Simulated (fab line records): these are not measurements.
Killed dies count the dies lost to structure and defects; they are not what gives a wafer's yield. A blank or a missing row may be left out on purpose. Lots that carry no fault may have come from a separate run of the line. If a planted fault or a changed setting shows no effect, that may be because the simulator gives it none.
fab line records    flow n5-finfet
record: lots: 7  wafers: 21
route steps=1938 shown PASSIVATION@1916
start-h: start of the lot's first displayed wafer, in hours after the record's first day    wait-h: hours since the lot's step before    " as in the row above    L1.1+2: several wafers, shown together as one row    - either no value or no given start    * or withheld: withheld    < > ~ a bound
route shown NAME@n: NAME is a module with steps in the file, n the number in the route of the first one    usual: the fault-free wafers' mean and standard deviation    same: alike in all rows    chamber/n: place in a boat    sites: the reading at each site    _std_site: the standard deviation of these    _edge_site: mean of outer sites minus mean of inner sites    radius-mm: for every site, how far away it sits from the centre of the wafer    mask NAME#n: copy n    behind: tool/chamber where the wafer was last shaped    hold: why the lot went on hold/how many hours it stayed there/how the hold came to an end    device: the n, p or np transistor that did not switch    end of line: the tests these same wafers got at the end of their route    a step with no rows: only its recipe    killed: the dies lost at the first sort to structure and to defects; this is not the yield of the wafer    map: the dies of a wafer, with x for killed, . for not killed, _ for no die there
set.NAME: setting as actually run; set.NAME@STEP: the setting as run at that earlier step    model.NAME: the simulator's own value behind a step, which no gauge read
lots whose settings were changed on purpose; a table a step, a row a wafer
== steps ==
step: N5_PASSIVATION_PECVD_35
recipe: material: SiNx  target-thk-a: 7000  temp-c: 400  precursor: SiH4/NH3/N2  pressure-torr: 4.9  rf-w: 1406  time-s: 151.3
lot.wafer  tool      chamber  start-h  wait-h  set.time-s  model.SiNx_of_PASSIVATION_PECVD_35.thk-nm
L076.1     pecvd-02  1        336.02   0.1     151.3       706.4
L076.2     "         0        "        "       151.3       703
L076.5     "         1        "        "       137.8       653.6
L080.1     pecvd-02  2        343.06   0.1     170.7       787.6
L080.3     "         1        "        "       170.7       785.4
L080.6     "         1        "        "       151.3       704.4
L089.3     pecvd-02  1        419.37   0.1     151.3       693
L089.4     "         1        "        "       132.8       621.8
L089.5     "         2        "        "       132.8       621
L094.1     pecvd-02  2        434.98   0.1     139         645.2
L094.2     "         1        "        "       151.3       697.6
L094.5     "         1        "        "       139         654.4
L091.2     pecvd-03  0        456.82   0.1     151.3       693.4
L091.4     "         2        "        "       151.3       698
L091.6     "         0        "        "       151.3       707.2
L095.2     pecvd-01  0        461.24   0.1     151.3       690.6
L095.3     "         2        "        "       151.3       694.2
L095.6     "         0        "        "       151.3       711.8
L096.2     pecvd-02  1        475.07   0.1     151.3       700.4
L096.4     "         2        "        "       151.3       708.2
L096.6     "         0        "        "       151.3       720.4
step: N5_PASSIVATION_HMDS_37
recipe: time-s: 60  temp-c: 120
step: N5_PASSIVATION_COAT_38
recipe: spin-rpm: 3000  resist-thk-nm: withheld
step: N5_PASSIVATION_SRD_72
recipe: dry: ipa-marangoni  time-s: 30  temp-c: 23  rinse-liquid: diw
step: N5_PASSIVATION_ANNEAL_56
recipe: temp-c: 400  time-s: 1800  ambient: FGA  idle-temp-c: 300  ramp-up-c-per-min: 5  ramp-down-c-per-min: 3
step: N5_PASSIVATION_PROBE_49
usual: killed_at_M0_to_M3: 36/11  killed_at_M4_up: 13/5.1  killed-at-contacts: 14/4.9  killed-at-front-end: 41/10  killed-at-other: 3.4/2.6  killed-dies: 107/16  killed-open: 70/11  killed-short: 36/7.8
same: gross-dies: 1180  killed-at-back-side: 0
lot.wafer  tool       chamber  start-h  wait-h  set.temp-c@PASSIVATION_PECVD_53  set.time-s@PASSIVATION_PECVD_35  killed_at_M0_to_M3  killed_at_M4_up  killed-at-contacts  killed-at-front-end  killed-at-other  killed-dies  killed-open  killed-short
L076.1     prober-02  -        340.04   0.0     414                              151.3                            35                  994              12                  37                   3                1081         57           35
L076.2     prober-02  -        340.09   0.1     400                              151.3                            18                  1031             9                   31                   6                1095         58           24
L076.5     prober-02  -        340.24   0.2     414                              137.8                            46                  985              13                  37                   8                1089         82           33
L080.1     prober-02  -        347.48   0.0     414.5                            170.7                            37                  34               18                  42                   926              1057         56           42
L080.3     prober-02  -        347.58   0.1     414.5                            170.7                            41                  80               11                  61                   887              1080         79           40
L080.6     prober-02  -        347.73   0.3     400                              151.3                            40                  8                14                  36                   0                98           60           36
L089.3     prober-02  -        423.84   0.1     400                              151.3                            39                  869              11                  39                   6                964          67           32
L089.4     prober-02  -        423.89   0.2     400                              132.8                            26                  888              10                  49                   8                981          61           32
L089.5     prober-02  -        423.94   0.2     417.6                            132.8                            44                  854              13                  39                   3                953          69           36
L094.1     prober-01  -        438.61   0.0     400                              139                              23                  23               12                  1111                 10               1179         65           35
L094.2     prober-01  -        438.66   0.1     388                              151.3                            35                  27               16                  52                   297              427          75           47
L094.5     prober-01  -        438.81   0.2     400                              139                              18                  17               13                  1128                 4                1180         68           32
L091.2     prober-02  -        460.43   0.1     400                              151.3                            55                  67               11                  42                   5                180          81           34
L091.4     prober-02  -        460.53   0.2     400                              151.3                            29                  63               9                   40                   1                142          52           27
L091.6     prober-02  -        460.63   0.3     409.8                            151.3                            70                  33               18                  44                   0                165          73           42
L095.2     prober-02  -        465.15   0.2     400                              151.3                            49                  6                15                  32                   2                104          66           37
L095.3     prober-02  -        465.20   0.3     400                              151.3                            49                  11               25                  31                   0                116          78           38
L095.6     prober-02  -        465.35   0.4     400                              151.3                            60                  18               20                  21                   2                121          80           38
L096.2     prober-01  -        479.10   0.1     395.4                            151.3                            215                 19               10                  52                   0                296          73           40
L096.4     prober-01  -        479.20   0.2     400                              151.3                            251                 18               10                  41                   4                324          70           49
L096.6     prober-01  -        479.30   0.3     395.4                            151.3                            215                 243              7                   41                   1                507          69           47
killed by level:class
L076.1 BEOL_M4:area-expose=986 MOL_CONTACT_COAG:geometric-particle:open=11 BEOL_M2:geometric-particle:open=8 FIN_SAQP:geometric-particle:short=6 STI_FIN_REVEAL:geometric-particle:open=6 BEOL_M3:geometric-particle:open=6 GATE_CUT:geometric-particle:short=5 BEOL_M0_SAQP:geometric-particle:short=5
L076.2 BEOL_M4:area-expose=1012 STI_FIN_REVEAL:geometric-particle:open=8 BEOL_M4:geometric-particle:open=8 MOL_CONTACT_COAG:geometric-particle:open=7 BEOL_M0_SAQP:geometric-particle:short=6 DUMMY_GATE:geometric-particle:open=6 BEOL_M0_SAQP:geometric-particle:open=6 FIN_SAQP:geometric-particle:open=5
L076.5 BEOL_M4:area-expose=974 BEOL_M0_SAQP:geometric-particle:open=17 BEOL_M0_SAQP:geometric-particle:short=15 MOL_CONTACT_COAG:geometric-particle:open=10 STI_FIN_REVEAL:geometric-particle:open=9 DUMMY_GATE:geometric-particle:open=8 GATE_CUT:geometric-particle:open=4 BEOL_M1:geometric-particle:open=4
L080.1 PASSIVATION:area-pecvd=925 BEOL_M5:area-expose=29 MOL_CONTACT_COAG:geometric-particle:open=13 STI_FIN_REVEAL:geometric-particle:open=11 FIN_SAQP:geometric-particle:short=8 BEOL_M0_SAQP:geometric-particle:short=8 BEOL_M2:geometric-particle:open=8 BEOL_M0_SAQP:geometric-particle:open=7
L080.3 PASSIVATION:area-pecvd=885 BEOL_M4:area-expose=40 BEOL_M5:area-expose=31 STI_FIN_REVEAL:geometric-particle:open=22 BEOL_M0_SAQP:geometric-particle:short=12 BEOL_M0_SAQP:geometric-particle:open=12 FIN_SAQP:geometric-particle:short=11 MOL_CONTACT_COAG:geometric-particle:open=9
L080.6 BEOL_M2:geometric-particle:open=15 STI_FIN_REVEAL:geometric-particle:open=12 MOL_CONTACT_COAG:geometric-particle:open=8 BEOL_M0_SAQP:geometric-particle:open=7 MOL_CONTACT_COAG:geometric-particle:short=6 BEOL_M0_SAQP:geometric-particle:short=6 FIN_SAQP:geometric-particle:short=4 DUMMY_GATE:geometric-particle:open=4
L089.3 BEOL_M4:area-expose=862 BEOL_M0_SAQP:geometric-particle:open=13 BEOL_M0_SAQP:geometric-particle:short=12 MOL_CONTACT_COAG:geometric-particle:open=11 STI_FIN_REVEAL:geometric-particle:open=11 FIN_SAQP:geometric-particle:open=5 FIN_SAQP:geometric-particle:short=4 DUMMY_GATE:geometric-particle:open=4
L089.4 BEOL_M4:area-expose=866 GATE_CUT:area-expose=11 BEOL_M11:area-etch=9 STI_FIN_REVEAL:geometric-particle:open=8 MOL_CONTACT_COAG:geometric-particle:open=8 FIN_SAQP:geometric-particle:open=7 BEOL_M0_SAQP:geometric-particle:open=6 BEOL_M0_SAQP:geometric-particle:short=6
L089.5 BEOL_M4:area-expose=846 BEOL_M0_SAQP:geometric-particle:short=13 MOL_CONTACT_COAG:geometric-particle:open=12 STI_FIN_REVEAL:geometric-particle:open=11 BEOL_M2:geometric-particle:open=10 BEOL_M0_SAQP:geometric-particle:open=7 GATE_CUT:geometric-particle:short=6 STI_FIN_REVEAL:geometric-particle:short=4
L094.1 GATE_CUT:area-expose=1074 MOL_CONTACT_COAG:geometric-particle:open=10 BEOL_M4:geometric-particle:open=10 BEOL_M0_SAQP:geometric-particle:short=8 BEOL_M0_SAQP:geometric-particle:open=8 GATE_CUT:geometric-particle:short=6 FIN_SAQP:geometric-particle:open=5 STI_FIN_REVEAL:geometric-particle:open=5
L094.2 PASSIVATION:area-pecvd=291 FIN_SAQP:geometric-particle:short=11 MOL_CONTACT_COAG:geometric-particle:open=11 BEOL_M0_SAQP:geometric-particle:open=8 STI_FIN_REVEAL:geometric-particle:open=7 BEOL_M3:geometric-particle:open=7 BEOL_M4:geometric-particle:open=7 HKMG_FIN:area-etch=7
L094.5 GATE_CUT:area-expose=1079 STI_FIN_REVEAL:geometric-particle:open=20 GATE_CUT:geometric-particle:short=11 MOL_CONTACT_COAG:geometric-particle:open=11 BEOL_M0_SAQP:geometric-particle:short=5 BEOL_M4:geometric-particle:open=5 BEOL_M5:geometric-particle:open=5 GATE_CUT:geometric-particle:open=4
L091.2 BEOL_M4:area-expose=31 BEOL_M5:area-expose=21 FIN_SAQP:geometric-particle:open=15 BEOL_M2:geometric-particle:open=12 FIN_SAQP:geometric-particle:short=10 MOL_CONTACT_COAG:geometric-particle:open=9 BEOL_M3:geometric-particle:open=9 BEOL_M0_SAQP:geometric-particle:open=8
L091.4 BEOL_M4:area-expose=33 BEOL_M5:area-expose=25 STI_FIN_REVEAL:geometric-particle:open=8 MOL_CONTACT_COAG:geometric-particle:open=8 FIN_SAQP:geometric-particle:short=7 BEOL_M2:geometric-particle:open=6 GATE_CUT:geometric-particle:short=6 BEOL_M0_SAQP:geometric-particle:open=5
L091.6 BEOL_M4:area-expose=18 MOL_CONTACT_COAG:geometric-particle:open=14 BEOL_M0_SAQP:area-ald=14 FIN_SAQP:geometric-particle:open=12 BEOL_M0_SAQP:geometric-particle:open=10 M2:area-ald=10 BEOL_M3:geometric-particle:open=9 FIN_SAQP:geometric-particle:short=8
L095.2 MOL_CONTACT_COAG:geometric-particle:open=13 BEOL_M3:geometric-particle:open=13 GATE_CUT:geometric-particle:short=8 BEOL_M1:geometric-particle:open=7 STI_FIN_REVEAL:geometric-particle:open=7 BEOL_M0_SAQP:geometric-particle:short=7 BEOL_M3:geometric-particle:short=7 BEOL_M0_SAQP:geometric-particle:open=6
L095.3 BEOL_M3:geometric-particle:open=25 MOL_CONTACT_COAG:geometric-particle:open=21 BEOL_M0_SAQP:geometric-particle:short=11 GATE_CUT:geometric-particle:short=9 STI_FIN_REVEAL:geometric-particle:open=4 DUMMY_GATE:geometric-particle:open=4 MOL_CONTACT_COAG:geometric-particle:short=4 BEOL_M0_SAQP:geometric-particle:open=4
L095.6 BEOL_M3:geometric-particle:open=16 MOL_CONTACT_COAG:geometric-particle:open=13 BEOL_M0_SAQP:geometric-particle:short=12 BEOL_M1:geometric-particle:open=7 BEOL_M2:geometric-particle:open=7 MOL_CONTACT_COAG:geometric-particle:short=6 BEOL_M0_SAQP:geometric-particle:open=6 BEOL_M4:geometric-particle:open=6
L096.2 BEOL_M0_SAQP:area-ald=172 BEOL_M2:geometric-particle:open=11 FIN_SAQP:geometric-particle:short=10 M2:area-ald=8 FIN_SAQP:geometric-particle:open=7 STI_FIN_REVEAL:geometric-particle:open=7 GATE_CUT:geometric-particle:short=7 MOL_CONTACT_COAG:geometric-particle:open=7
L096.4 BEOL_M0_SAQP:area-ald=199 STI_FIN_REVEAL:geometric-particle:open=14 BEOL_M0_SAQP:geometric-particle:short=13 BEOL_M2:geometric-particle:open=11 BEOL_M0_SAQP:geometric-particle:open=7 FIN_SAQP:geometric-particle:short=6 MOL_CONTACT_COAG:geometric-particle:open=5 BEOL_M4:geometric-particle:open=5
L096.6 BEOL_M11:area-etch=226 BEOL_M0_SAQP:area-ald=163 FIN_SAQP:geometric-particle:short=15 BEOL_M0_SAQP:geometric-particle:short=13 BEOL_M2:geometric-particle:open=12 BEOL_M0_SAQP:geometric-particle:open=10 BEOL_M4:geometric-particle:open=10 BEOL_M1:geometric-particle:open=9
== key ==
split: step: N5_PASSIVATION_PECVD_35  setting: time-s  stated: 151.3  by: wafer
response: step: N5_PASSIVATION_PECVD_35  reading: model.SiNx_of_PASSIVATION_PECVD_35.thk-nm  change: +6.03  per: 1%  r: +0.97
response: step: N5_PASSIVATION_PROBE_49  reading: killed-at-other  shape: bent  at-lowest: 5.5  at-stated: 23.4  at-highest: 906.5
split outside-this-file step=N5_PASSIVATION_PECVD_53 setting=temp-c
split outside-this-file: this setting was split too, and the file shows its column; the key of that split is in another file
